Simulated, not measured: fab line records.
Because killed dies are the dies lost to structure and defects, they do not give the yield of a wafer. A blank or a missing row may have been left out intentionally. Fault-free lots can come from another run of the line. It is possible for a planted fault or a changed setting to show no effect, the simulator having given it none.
Which tool was responsible? + flow n5Finfet + Sampling: 8 lots, 24 wafers, 5 of 1938 route steps

WHAT THE GAUGES READ, wafer by wafer
N5_BEOL_M4_RC_MEAS_101. Usual: DIBL_N 36.5 mV/V, standard deviation 1.4; DIBL_P 36.9 mV/V, standard deviation 1.7; IOFF_N 0.163 nA/um, standard deviation 0.023; IOFF_P 0.22 nA/um, standard deviation 0.032; ION_N 673 uA/um, standard deviation 9; ION_P 462 uA/um, standard deviation 7.5; SS_N 71.6 mV/dec, standard deviation 0.54; SS_P 73.4 mV/dec, standard deviation 0.62; VT_N 249.8 mV, standard deviation 2.8; VT_P -250 mV, standard deviation 3.5.
| lot  | measured     | on        | DIBL_N (mV/V)  | DIBL_P (mV/V)  | IOFF_N (nA/um)    | IOFF_P (nA/um) | ION_N (uA/um) | ION_P (uA/um) | SS_N (mV/dec)  | SS_P (mV/dec)  | VT_N (mV)         | VT_P (mV)      | flag |
|------|--------------|-----------|----------------|----------------|-------------------|----------------|---------------|---------------|----------------|----------------|-------------------|----------------|------|
| L734 | day 7 20:49  | prober-02 | 35.6 36.6 35.5 | 35.4 36.4 35.4 | 0.143 0.167 0.149 | 0.19 0.20 0.19 | 663 665 674   | 459 450 461   | 71.8 72.1 71.7 | 73.3 73.2 72.7 | 252.3 249.5 251.7 | -255 -253 -255 |      |
| L736 | day 8 14:34  | prober-02 | 36.8 37.5 38.1 | 36.5 36.5 37.9 | 0.161 0.173 0.186 | 0.26 0.25 0.29 | 684 680 689   | 479 475 482   | 71.6 72.0 71.9 | 73.5 73.7 73.7 | 249.2 247.9 245.9 | -243 -248 -244 |      |
| L739 | day 9 18:32  | prober-02 | 37.1 38.0 38.9 | 37.7 39.2 40.3 | 0.158 0.177 0.197 | 0.21 0.23 0.26 | 673 682 686   | 458 465 460   | 71.7 71.6 72.0 | 73.4 73.7 74.4 | 250.3 247.7 247.2 | -253 -250 -249 |      |
| L741 | day 9 18:59  | prober-01 | 36.0 37.8 37.8 | 35.8 37.9 37.7 | 0.153 0.184 0.179 | 0.19 0.22 0.21 | 673 667 684   | 455 450 457   | 72.0 72.8 72.0 | 73.9 73.8 73.6 | 249.3 247.4 245.8 | -253 -251 -253 |      |
| L746 | day 11 05:37 | prober-02 | 37.6 35.4 36.4 | 38.3 34.8 36.9 | 0.190 0.134 0.165 | 0.26 0.19 0.23 | 675 655 686   | 466 447 467   | 71.9 70.7 71.2 | 73.5 72.7 73.6 | 247.7 255.9 248.5 | -248 -253 -251 |      |
| L752 | day 12 16:38 | prober-01 | 37.0 38.6 38.9 | 38.6 40.0 39.9 | 0.158 0.175 0.186 | 0.21 0.22 0.23 | 673 676 676   | 466 457 459   | 71.4 72.2 72.4 | 73.5 73.9 74.1 | 249.6 251.9 250.7 | -250 -253 -251 |      |
| L756 | day 13 21:52 | prober-02 | 37.4 35.0 37.4 | 36.8 33.4 36.2 | 0.154 0.117 0.156 | 0.21 0.16 0.20 | 669 668 664   | 464 456 455   | 71.8 71.4 71.9 | 73.0 72.8 73.4 | 251.2 254.7 252.8 | -249 -253 -249 |      |
| L757 | day 13 15:49 | prober-02 | 37.3 38.3 37.7 | 36.0 37.0 35.6 | 0.184 0.213 0.183 | 0.25 0.29 0.25 | 675 673 673   | 464 460 462   | 71.8 71.7 72.7 | 73.7 74.9 74.1 | 246.7 245.4 249.9 | -246 -246 -247 |      |

TOOL THAT RAN EACH LOT (tool first, then ch and the chambers of the sampled wafers, then the start)
| lot  | N5_HKMG_FIN_ETCH_54              | N5_HKMG_FIN_STRIP_88               | N5_HKMG_FIN_ETCH_67              | N5_HKMG_FIN_ALD_72          |
|------|----------------------------------|------------------------------------|----------------------------------|-----------------------------|
| L734 | rieDiel-05 ch 0,1,3, day 3 22:49 | plasmaAsher-02 ch 0,1, day 4 03:38 | rieDiel-04 ch 0,2,3, day 4 04:29 | cvdW-02 ch 0,1, day 4 05:45 |
| L736 | rieDiel-05 ch 0,1,3, day 4 12:10 | plasmaAsher-02 ch 0,1, day 4 17:04 | rieDiel-04 ch 0,2, day 4 17:53   | cvdW-02 ch 0,1, day 4 18:59 |
| L739 | rieDiel-05 ch 1,2,3, day 5 05:32 | plasmaAsher-01 ch 0,1, day 5 10:20 | rieDiel-04 ch 0,2,3, day 5 11:09 | cvdW-01 ch 0,1, day 5 12:16 |
| L741 | rieDiel-03 ch 0,1,2, day 5 18:13 | plasmaAsher-02 ch 0,1, day 5 23:49 | rieDiel-03 ch 0,1,2, day 6 00:59 | cvdW-01 ch 0,1, day 6 02:07 |
| L746 | rieDiel-05 ch 1,2, day 7 02:27   | plasmaAsher-01 ch 0,1, day 7 07:33 | rieDiel-04 ch 0,3, day 7 08:34   | cvdW-02 ch 0,1, day 7 09:50 |
| L752 | rieDiel-05 ch 0,2,3, day 8 09:58 | plasmaAsher-01 ch 0,1, day 8 15:14 | rieDiel-03 ch 1,3, day 8 16:07   | cvdW-01 ch 0,1, day 8 17:14 |
| L756 | rieDiel-04 ch 1,3, day 9 12:58   | plasmaAsher-02 ch 1, day 9 18:02   | rieDiel-05 ch 0,1, day 9 18:52   | cvdW-02 ch 0, day 9 19:58   |
| L757 | rieDiel-03 ch 0,1,3, day 9 16:25 | plasmaAsher-02 ch 0,1, day 9 21:26 | rieDiel-05 ch 0,1,2, day 9 22:16 | cvdW-02 ch 0,1, day 9 23:23 |
- N5_HKMG_FIN_ETCH_54: etches SiARC in CF4, target depth 45.5 nm, time 75.8 s.
- N5_HKMG_FIN_STRIP_88: strips in N2/H2, time 360 s.
- N5_HKMG_FIN_ETCH_67: etches SOC in N2/H2, stops on TiN, target depth 388.9 nm.
- N5_HKMG_FIN_ALD_72: deposits W, target thk 2 nm, pulse time 1 s, purge time 2 s.

AS READ BY THE TOOLS THEMSELVES (means over the sampled wafers that have a number; for cases with no such wafer, the mark the record gives instead)
N5_HKMG_FIN_ETCH_54. Usual: cf4FlowSccm 100.0 sccm, standard deviation 0.3; chamberPressureMTorr 40.00 mTorr, standard deviation 0.033; drypumpMotorCurrentA 6.0 A, standard deviation 0.37; etchRfOnTimeS 76.1 s, standard deviation 1.2; oesProductAu 0.67 a.u., standard deviation 0.082; rfFwdPowerW 539 W, standard deviation 3; rfVppV 184.0 V, standard deviation 1; showerheadPlenumPTorr 2.14 Torr, standard deviation 0.053; throttleValvePct 15.7 %, standard deviation 0.32.
| lot  | tool       | cf4FlowSccm (sccm) | chamberPressureMTorr (mTorr) | drypumpMotorCurrentA (A) | etchRfOnTimeS (s) | oesProductAu (a.u.) | rfFwdPowerW (W) | rfVppV (V) | showerheadPlenumPTorr (Torr) | throttleValvePct (%) | flag |
|------|------------|--------------------|------------------------------|--------------------------|-------------------|---------------------|-----------------|------------|------------------------------|----------------------|------|
| L734 | rieDiel-05 | 99.7               | 39.99                        | 6.2                      | 76.4              | 0.67                | 538             | 185.0      | 2.14                         | 15.7                 |      |
| L736 | rieDiel-05 | 100.3              | 39.98                        | 6.2                      | 76.9              | 0.66                | 538             | 183.7      | 2.14                         | 15.7                 |      |
| L739 | rieDiel-05 | 100.1              | 40.02                        | 6.2                      | 76.3              | 0.65                | 540             | 183.8      | 2.14                         | 15.7                 |      |
| L741 | rieDiel-03 | 99.9               | 39.97                        | 5.9                      | 76.0              | 0.65                | 542             | 183.9      | 2.17                         | 16.0                 |      |
| L746 | rieDiel-05 | 99.9               | 39.99                        | 6.2                      | 77.1              | 0.63                | 540             | 183.8      | 2.10                         | 15.8                 |      |
| L752 | rieDiel-05 | 99.9               | 40.00                        | 6.2                      | 76.2              | 0.67                | 536             | 184.1      | 2.13                         | 15.6                 |      |
| L756 | rieDiel-04 | 100.0              | 40.00                        | 6.2                      | 74.7              | 0.76                | 542             | 185.5      | 2.23                         | 15.6                 |      |
| L757 | rieDiel-03 | 100.1              | 40.03                        | 6.2                      | 75.7              | 0.72                | 540             | 183.8      | 2.14                         | 15.7                 |      |

N5_HKMG_FIN_STRIP_88. Usual: drypumpMotorCurrentA 5.57 A, standard deviation 0.18; heaterPowerW 488 W, standard deviation 42.
| lot  | tool           | drypumpMotorCurrentA (A) | heaterPowerW (W) | flag |
|------|----------------|--------------------------|------------------|------|
| L734 | plasmaAsher-02 | 5.49                     | 477              |      |
| L736 | plasmaAsher-02 | 5.49                     | 479              |      |
| L739 | plasmaAsher-01 | 5.50                     | 475              |      |
| L741 | plasmaAsher-02 | 5.62                     | 476              |      |
| L746 | plasmaAsher-01 | 5.52                     | 479              |      |
| L752 | plasmaAsher-01 | 5.67                     | 516              |      |
| L756 | plasmaAsher-02 | 5.75                     | 475              |      |
| L757 | plasmaAsher-02 | 5.50                     | 471              |      |

N5_HKMG_FIN_ETCH_67. Usual: value, then standard deviation, for each; chamberPressureMTorr 30.00 mTorr / 0.031; drypumpMotorCurrentA 5.9 A / 0.4; oesProductAu 0.76 a.u. / 0.092; rfFwdPowerW 845 W / 3.4; rfVppV 240.4 V / 1.1; showerheadPlenumPTorr 2.54 Torr / 0.067; throttleValvePct 17.90 % / 0.27.
| lot  | tool       | chamberPressureMTorr (mTorr) | drypumpMotorCurrentA (A) | oesProductAu (a.u.) | rfFwdPowerW (W) | rfVppV (V) | showerheadPlenumPTorr (Torr) | throttleValvePct (%) | flag |
|------|------------|------------------------------|--------------------------|---------------------|-----------------|------------|------------------------------|----------------------|------|
| L734 | rieDiel-04 | 30.04                        | 5.7                      | 0.69                | 848             | 240.5      | 2.51                         | 17.92                |      |
| L736 | rieDiel-04 | 30.03                        | 5.4                      | 0.68                | 846             | 240.7      | 2.54                         | 17.77                |      |
| L739 | rieDiel-04 | 29.97                        | 5.7                      | 0.68                | 844             | 240.7      | 2.51                         | 17.94                |      |
| L741 | rieDiel-03 | 30.03                        | 5.9                      | 0.75                | 846             | 240.2      | 2.58                         | 18.24                |      |
| L746 | rieDiel-04 | 29.98                        | 5.7                      | 0.68                | 910             | 234.8      | 2.55                         | 18.01                | OFF  |
| L752 | rieDiel-03 | 30.01                        | 6.4                      | 0.84                | 844             | 240.8      | 2.54                         | 17.76                |      |
| L756 | rieDiel-05 | 30.01                        | 6.1                      | 0.85                | 839             | 239.8      | 2.48                         | 17.71                |      |
| L757 | rieDiel-05 | 30.01                        | 6.2                      | 0.84                | 841             | 240.3      | 2.48                         | 17.68                |      |

N5_HKMG_FIN_ALD_72. Usual: chamberPressureTorr 7.501 Torr, standard deviation 0.017; heaterPowerW 499 W, standard deviation 40; precursorPulseHeightRel 0.999, standard deviation 0.019.
| lot  | tool    | chamberPressureTorr (Torr) | heaterPowerW (W) | precursorPulseHeightRel | flag |
|------|---------|----------------------------|------------------|-------------------------|------|
| L734 | cvdW-02 | 7.494                      | 520              | 0.995                   |      |
| L736 | cvdW-02 | 7.493                      | 526              | 1.005                   |      |
| L739 | cvdW-01 | 7.506                      | 458              | 0.979                   |      |
| L741 | cvdW-01 | 7.498                      | 452              | 1.006                   |      |
| L746 | cvdW-02 | 7.481                      | 530              | 0.998                   |      |
| L752 | cvdW-01 | 7.494                      | 460              | 0.998                   |      |
| L756 | cvdW-02 | 7.504                      | 520              | 0.992                   |      |
| L757 | cvdW-02 | 7.513                      | 526              | 1.003                   |      |

THE ANSWER, worked out from the rows above alone
Rule: lot off if the mean of its wafers having a number is beyond 3 standard deviations from the usual mean. Also off: a lot with no number at a reading for which 4 or more lots have one. Any other lot the step has rows for is counted as sound. First the gauges in route order, then the tools' own readings, where a lot's mean is used as printed above. The first step at which some lot is off is used, and at that step the reading that is off furthest; a lot without a number counts as furthest.
Off: L746, at N5_HKMG_FIN_ETCH_67 (rfFwdPowerW).
If a tool, at that step or one of the process steps before it, ran each lot that is off and ran no sound lot following the first of them, it fits. One fits: rieDiel-04 at N5_HKMG_FIN_ETCH_67. Its last sound lot is L739 (day 5 11:09), its first lot that is off L746 (day 7 08:34): a fault that began between those two fits.
The tool's own readings at N5_HKMG_FIN_ETCH_67 bear it out: on the lots that are off they differ by more than 5 times the standard deviation of the sound lots' means. rfFwdPowerW reads 910 W there against 844 W on the sound lots; rfVppV reads 234.8 V there against 240.4 V on the sound lots.

WHAT THE SIMULATOR PUT IN
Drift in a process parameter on rieDiel-04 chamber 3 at N5_HKMG_FIN_ETCH_67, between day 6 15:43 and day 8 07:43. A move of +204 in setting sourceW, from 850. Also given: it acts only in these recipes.
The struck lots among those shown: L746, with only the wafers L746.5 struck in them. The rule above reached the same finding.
